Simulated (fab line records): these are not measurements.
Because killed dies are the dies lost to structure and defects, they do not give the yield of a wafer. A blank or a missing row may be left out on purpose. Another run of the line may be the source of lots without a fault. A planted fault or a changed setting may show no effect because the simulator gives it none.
fab line records -- flow n5Finfet
record: lots: 10, wafers: 30, lastDay: 18
route steps=1938 shown BEOL_M6@1228
lots that met no fault: from a run of the same line without faults
startH: the number of hours between the record's first day and the start of the first shown wafer of the lot -- waitH: hours from the lot's prior step to this one -- " unchanged from the row above -- L1.1+2: several wafers, shown together as one row -- - no value, or no start was given -- * or withheld: withheld -- < > ~ a bound
route shown NAME@n: a module of which the file shows steps, and the number in the route of the first -- usual: the fault-free wafers' mean and standard deviation -- same: alike in all rows -- chamber/n: place in a boat -- sites: each site's reading -- _std_site: standard deviation of those values -- _edge_site: outer sites' mean less inner sites' -- radiusMm: how far each site lies from the wafer's centre -- mask NAME#n: copy n -- behind: tool/chamber where the wafer was last shaped -- hold: cause of the lot's hold/its duration in hours/its outcome -- device: transistor that didn't switch, given as n, p or np -- end of line: at the end of the route, the tests of the same wafers -- a step with no rows: only its recipe -- killed: dies that structure and defects cost at the first sort, which is not the same as the wafer's yield -- map: shows each die of a wafer: x if killed, . if not, _ if none is there
set.NAME: the run value of the setting; set.NAME@STEP: its run value at that earlier step -- model.NAME: the simulator's own value behind a step, which no gauge read
route steps across a sampled set of lots; one table per step, one row per wafer
services: a tool's chamber out of use, with start hour (startH, from the record's first day; less than 0 if before it), hours out, and reason
== steps ==
step: N5_BEOL_M6_OVL_MEAS_29
recipe: pointsPerWafer: 522
usual: V5_OVL: -0.3/0.69
lot.wafer,tool,chamber,startH,waitH,V5_OVL[nm]
L311.3,overlay-01,0,190.25,0.0,0.1
L311.5,overlay-01,0,190.25,0.0,-0.3
L311.6,overlay-01,0,190.25,0.0,0.6
L313.2,overlay-01,0,206.24,0.0,-0.6
L313.4,overlay-01,0,206.24,0.0,-0.5
L313.5,overlay-01,0,206.24,0.0,0.4
L317.1,overlay-02,0,229.79,0.0,-0.2
L317.2,overlay-02,0,229.79,0.0,-0.4
L317.5,overlay-02,0,229.79,0.0,-1.2
L319.1,overlay-01,0,251.50,0.0,-0.4
L319.3,overlay-01,0,251.50,0.0,0.0
L319.6,overlay-01,0,251.50,0.0,0.0
L323.3,overlay-01,0,277.79,0.0,0.7
L323.5,overlay-01,0,277.79,0.0,0.3
L323.6,overlay-01,0,277.79,0.0,0.4
L321.3,overlay-01,0,280.12,0.0,0.2
L321.4,overlay-01,0,280.12,0.0,0.6
L321.6,overlay-01,0,280.12,0.0,-0.1
L322.1,overlay-01,0,280.57,0.0,-0.5
L322.2,overlay-01,0,280.57,0.0,0.2
L322.6,overlay-01,0,280.57,0.0,0.7
L327.1,overlay-02,0,305.22,0.0,-1.0
L327.2,overlay-02,0,305.22,0.0,-2.0
L327.4,overlay-02,0,305.22,0.0,-1.3
L331.1,overlay-02,0,316.95,0.0,-1.2
L331.2,overlay-02,0,316.95,0.0,-0.4
L331.5,overlay-02,0,316.95,0.0,-0.3
L332.1,overlay-01,0,336.85,0.0,0.2
L332.5,overlay-01,0,336.85,0.0,-0.6
L332.6,overlay-01,0,336.85,0.0,-0.4
step: N5_BEOL_M6_ETCH_72
recipe: chemistry: N2/H2, target: underlayer, targetDepthA: 65, maskMaterial: CAR-EUV, timeS: 5.2, ionEnergyEv: 200, pressureMtorr: 30, sourceW: 840, biasW: 150, n2FlowSccm: 200, h2FlowSccm: 200, ends: cleared
usual: chamberPressureMTorr: 30.01/0.042, drypumpMotorCurrentA: 5.7/0.38, etchRfOnTimeS: 5.12/0.065, oesProductAu: 0.71/0.073, rfVppV: 523.3/2.5, showerheadPlenumPTorr: 2.53/0.085, throttleValvePct: 17.73/0.15
lot.wafer,tool,chamber,startH,waitH,chamberPressureMTorr,drypumpMotorCurrentA,etchRfOnTimeS,oesProductAu,rfHoursCounterH,rfVppV,showerheadPlenumPTorr,throttleValvePct
L311.3,rieDiel-01,0,190.76,0.0,29.96,5.1,5.10,0.85,2,521.7,2.49,17.68
L311.5,rieDiel-01,0,190.76,0.0,30.01,5.2,5.07,0.85,-,521.9,2.49,17.69
L311.6,rieDiel-01,3,190.76,0.0,30.01,6.5,5.18,0.82,-,521.5,2.49,17.57
L313.2,rieDiel-06,0,206.36,0.0,29.95,5.3,5.13,0.71,63,528.6,2.70,17.76
L313.4,rieDiel-06,3,206.36,0.0,30.06,6.2,5.19,0.58,239,518.5,2.41,18.12
L313.5,rieDiel-06,2,206.36,0.0,30.01,5.7,5.08,0.77,-,521.7,2.48,17.62
L317.1,rieDiel-06,1,230.40,0.0,30.01,5.6,5.18,0.62,188,522.5,2.52,17.69
L317.2,rieDiel-06,3,230.40,0.0,29.94,6.1,5.16,0.58,246,517.9,2.41,18.14
L317.5,rieDiel-06,3,230.40,0.0,29.98,6.1,5.20,0.58,-,519.8,2.41,18.15
L319.1,rieDiel-02,0,251.66,0.0,30.00,5.9,5.02,0.60,194,527.9,2.62,17.71
L319.3,rieDiel-02,3,251.66,0.0,29.99,5.2,5.08,0.60,214,525.1,2.63,17.79
L319.6,rieDiel-02,2,251.66,0.0,29.95,5.7,5.03,0.72,-,520.4,2.48,17.68
L323.3,rieDiel-02,0,277.91,0.0,30.03,5.9,5.12,0.59,201,527.6,2.62,17.69
L323.5,rieDiel-02,3,277.91,0.0,30.00,5.2,5.16,0.60,-,527.4,2.63,17.82
L323.6,rieDiel-02,0,277.91,0.0,30.00,5.9,5.06,0.60,-,525.2,2.62,17.69
L321.3,rieDiel-02,0,280.23,0.0,29.98,5.9,5.10,0.60,203,527.7,2.62,17.69
L321.4,rieDiel-02,3,280.23,0.0,30.02,5.3,5.07,0.61,224,526.8,2.62,17.80
L321.6,rieDiel-02,2,280.23,0.0,30.00,5.7,3.29,0.92,-,522.5,2.47,17.76
L322.1,rieDiel-01,0,280.92,0.0,30.11,5.2,5.04,0.78,36,522.3,2.48,17.74
L322.2,rieDiel-01,2,280.92,0.0,30.00,5.7,5.20,0.70,92,521.5,2.46,17.49
L322.6,rieDiel-01,2,280.92,0.0,29.99,5.8,5.16,0.70,-,520.9,2.46,17.52
L327.1,rieDiel-02,2,305.35,0.0,29.98,5.7,3.26,0.93,82,523.2,2.47,17.75
L327.2,rieDiel-02,3,305.35,0.0,30.07,5.2,3.27,0.79,232,527.0,2.62,17.87
L327.4,rieDiel-02,1,305.35,0.0,30.08,5.8,5.14,0.72,63,522.4,2.48,17.73
L331.1,rieDiel-06,0,317.08,0.0,30.04,5.3,5.09,0.67,101,525.8,2.68,17.84
L331.2,rieDiel-06,2,317.08,0.0,30.03,5.7,5.05,0.73,66,520.0,2.47,17.68
L331.5,rieDiel-06,3,317.08,0.0,30.02,6.2,5.13,0.81,-,529.6,2.72,17.71
L332.1,rieDiel-01,2,336.98,0.0,29.96,5.8,5.12,0.68,110,520.5,2.45,17.55
L332.5,rieDiel-01,1,336.98,0.0,30.08,5.6,5.10,0.76,-,520.9,2.49,17.92
L332.6,rieDiel-01,2,336.98,0.0,30.02,5.8,5.10,0.69,-,521.5,2.45,17.53
step: N5_BEOL_M6_ETCH_66
recipe: chemistry: N2/H2, target: SOC, targetDepthA: 800, overetchA: 160, maskMaterial: SiARC, tempC: 40, timeS: 120, ionEnergyEv: 200, pressureMtorr: 30, sourceW: 840, biasW: 150, n2FlowSccm: 200, h2FlowSccm: 200
usual: chamberPressureMTorr: 30.004/0.029, drypumpMotorCurrentA: 5.7/0.38, oesProductAu: 0.63/0.062, rfVppV: 523.3/2.5, showerheadPlenumPTorr: 2.53/0.085, throttleValvePct: 17.69/0.15
lot.wafer,tool,chamber,startH,waitH,chamberPressureMTorr,drypumpMotorCurrentA,oesProductAu,rfHoursCounterH,rfVppV,showerheadPlenumPTorr,throttleValvePct
L311.3,rieDiel-01,0,190.80,0.0,29.999,5.2,0.76,2,522.1,2.49,17.64
L311.5,rieDiel-01,0,190.80,0.0,29.976,5.2,0.75,-,523.2,2.49,17.62
L311.6,rieDiel-01,3,190.80,0.0,29.986,6.4,0.72,-,521.3,2.49,17.53
L313.2,rieDiel-06,0,206.40,0.0,29.997,5.3,0.62,63,526.9,2.70,17.73
L313.4,rieDiel-06,3,206.40,0.0,29.946,6.2,0.53,239,520.2,2.41,18.06
L313.5,rieDiel-06,2,206.40,0.0,30.032,5.7,0.69,-,523.4,2.48,17.57
L317.1,rieDiel-06,1,230.44,0.0,30.016,5.6,0.56,188,522.9,2.52,17.64
L317.2,rieDiel-06,3,230.44,0.0,30.011,6.2,0.53,246,519.8,2.41,18.10
L317.5,rieDiel-06,3,230.44,0.0,29.974,6.1,0.52,-,516.5,2.41,18.10
L319.1,rieDiel-02,0,251.70,0.0,29.991,5.9,0.54,194,527.0,2.62,17.65
L319.3,rieDiel-02,3,251.70,0.0,30.033,5.2,0.54,214,524.8,2.63,17.75
L319.6,rieDiel-02,2,251.70,0.0,29.998,5.7,0.64,-,522.1,2.48,17.67
L323.3,rieDiel-02,0,277.95,0.0,29.998,5.9,0.53,201,526.0,2.62,17.67
L323.5,rieDiel-02,3,277.95,0.0,29.993,5.2,0.54,-,526.2,2.63,17.77
L323.6,rieDiel-02,0,277.95,0.0,29.998,5.9,0.53,-,527.2,2.62,17.66
L321.3,rieDiel-02,0,280.28,0.0,29.990,5.8,0.53,203,525.7,2.62,17.67
L321.4,rieDiel-02,3,280.28,0.0,29.999,5.2,0.53,224,524.9,2.62,17.75
L321.6,rieDiel-02,2,280.28,0.0,30.055,5.7,0.63,-,520.4,2.47,17.67
L322.1,rieDiel-01,0,280.97,0.0,30.009,5.2,0.68,36,523.0,2.48,17.69
L322.2,rieDiel-01,2,280.97,0.0,29.966,5.7,0.63,92,521.9,2.46,17.47
L322.6,rieDiel-01,2,280.97,0.0,30.021,5.8,0.63,-,521.5,2.46,17.46
L327.1,rieDiel-02,2,305.39,0.0,30.060,5.7,0.62,82,521.1,2.47,17.69
L327.2,rieDiel-02,3,305.39,0.0,30.011,5.2,0.54,232,526.5,2.62,17.79
L327.4,rieDiel-02,1,305.39,0.0,30.006,5.8,0.62,63,521.9,2.48,17.64
L331.1,rieDiel-06,0,317.12,0.0,30.027,5.3,0.59,101,527.5,2.68,17.80
L331.2,rieDiel-06,2,317.12,0.0,30.019,5.7,0.64,66,521.8,2.47,17.65
L331.5,rieDiel-06,3,317.12,0.0,30.051,6.1,0.73,-,528.2,2.72,17.68
L332.1,rieDiel-01,2,337.02,0.0,30.042,5.7,0.61,110,521.9,2.45,17.51
L332.5,rieDiel-01,1,337.02,0.0,30.049,5.5,0.69,-,522.5,2.49,17.91
L332.6,rieDiel-01,2,337.02,0.0,30.052,5.8,0.60,-,520.6,2.45,17.52
step: N5_BEOL_M6_STRIP_80
recipe: chemistry: N2/H2, timeS: 10, powerW: 450, tempC: 40, pressureMtorr: 20, rfFrequencyHz: 6e+07, biasPowerW: 7, n2FlowSccm: 200, h2FlowSccm: 200
usual: chamberPressureMTorr: 20.001/0.02, drypumpMotorCurrentA: 5.7/0.37, oesProductAu: 0.83/0.082, rfVppV: 59.0/0.96, showerheadPlenumPTorr: 2.52/0.082, throttleValvePct: 23.53/0.18
lot.wafer,tool,chamber,startH,waitH,chamberPressureMTorr,drypumpMotorCurrentA,oesProductAu,rfHoursCounterH,rfVppV,showerheadPlenumPTorr,throttleValvePct
L311.3,rieDiel-01,0,-,-,20.023,5.1,0.98,2,59.4,2.49,23.53
L311.5,rieDiel-01,0,-,-,20.015,5.2,0.99,-,60.2,2.49,23.55
L311.6,rieDiel-01,3,-,-,19.972,6.5,0.95,-,58.5,2.49,23.36
L313.2,rieDiel-06,0,-,-,19.987,5.3,0.82,63,58.5,2.69,23.63
L313.4,rieDiel-06,3,-,-,20.009,6.2,0.68,239,60.3,2.40,24.03
L313.5,rieDiel-06,2,-,-,19.975,5.7,0.90,-,58.3,2.48,23.40
L317.1,rieDiel-06,1,-,-,19.995,5.6,0.72,188,59.0,2.52,23.28
L317.2,rieDiel-06,3,-,-,20.006,6.1,0.68,246,58.4,2.40,24.03
L317.5,rieDiel-06,3,-,-,20.014,6.2,0.67,-,58.2,2.40,24.04
L319.1,rieDiel-02,0,-,-,20.010,5.8,0.70,194,60.1,2.62,23.49
L319.3,rieDiel-02,3,-,-,20.007,5.2,0.71,214,59.8,2.62,23.45
L319.6,rieDiel-02,2,-,-,19.998,5.7,0.84,-,60.3,2.47,23.53
L323.3,rieDiel-02,0,-,-,19.989,5.9,0.70,202,58.4,2.62,23.50
L323.5,rieDiel-02,3,-,-,20.023,5.2,0.71,-,58.0,2.62,23.44
L323.6,rieDiel-02,0,-,-,20.027,5.8,0.70,-,58.2,2.62,23.49
L321.3,rieDiel-02,0,-,-,20.001,5.9,0.70,203,59.4,2.61,23.52
L321.4,rieDiel-02,3,-,-,19.994,5.2,0.70,224,59.9,2.62,23.47
L321.6,rieDiel-02,2,-,-,20.025,5.6,0.83,-,58.7,2.47,23.55
L322.1,rieDiel-01,0,-,-,20.000,5.2,0.89,36,57.5,2.47,23.61
L322.2,rieDiel-01,2,-,-,20.022,5.7,0.82,92,59.2,2.46,23.35
L322.6,rieDiel-01,2,-,-,19.989,5.7,0.82,-,59.7,2.46,23.33
L327.1,rieDiel-02,2,-,-,19.983,5.6,0.83,82,57.8,2.46,23.58
L327.2,rieDiel-02,3,-,-,19.987,5.2,0.70,232,58.3,2.62,23.45
L327.4,rieDiel-02,1,-,-,19.996,5.8,0.84,63,57.8,2.47,23.56
L331.1,rieDiel-06,0,-,-,20.036,5.3,0.78,101,59.3,2.68,23.67
L331.2,rieDiel-06,2,-,-,19.996,5.7,0.84,66,58.2,2.46,23.45
L331.5,rieDiel-06,3,-,-,20.027,6.2,0.95,-,58.9,2.71,23.72
L332.1,rieDiel-01,2,-,-,19.992,5.8,0.81,110,59.4,2.45,23.36
L332.5,rieDiel-01,1,-,-,19.989,5.5,0.90,-,58.2,2.48,23.76
L332.6,rieDiel-01,2,-,-,19.997,5.7,0.80,-,58.3,2.45,23.36
== services ==
tool,chamber,startH,hours,kind
rieDiel-01,3,177.60,5.2,repair
rieDiel-06,1,183.55,8.8,repair
rieDiel-02,0,212.15,22.1,repair
rieDiel-06,3,215.95,2.9,repair
rieDiel-01,1,240.61,-,clean
rieDiel-01,1,240.61,-,consumableReplace:focusRing
rieDiel-01,1,240.61,16.8,scheduledDown
rieDiel-01,1,240.61,16.8,ventCycle
rieDiel-06,3,242.73,-,clean
rieDiel-06,3,242.73,-,consumableReplace:focusRing
rieDiel-06,3,242.73,-,consumableReplace:showerhead
rieDiel-02,2,281.00,6.7,repair
rieDiel-01,2,307.95,1.8,repair
== key ==
firstSign: step: N5_BEOL_M6_ETCH_72, reading: etchRfOnTimeS, direction: down, sigmas: 28, usual: *, struck: *
effect: step: N5_BEOL_M6_ETCH_72, reading: oesProductAu, direction: up, sigmas: 2.3, usual: 0.71, struck: 0.88
metAt N5_BEOL_M6_ETCH_72
struckLots L321,L327
struckWafers L321.6,L327.1,L327.2
notActingAt N5_BEOL_M6_OVL_MEAS_29,N5_BEOL_M6_ETCH_66,N5_BEOL_M6_STRIP_80
onsetBetween 277.91 280.23
fault: kind: processParameterDrift, tool: rieDiel-02, chamber: -, onsetH: 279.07, steps: N5_BEOL_M6_ETCH_72, channel: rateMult, offset: 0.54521, shape: step, endH: 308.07, scope: struckWafersOnly
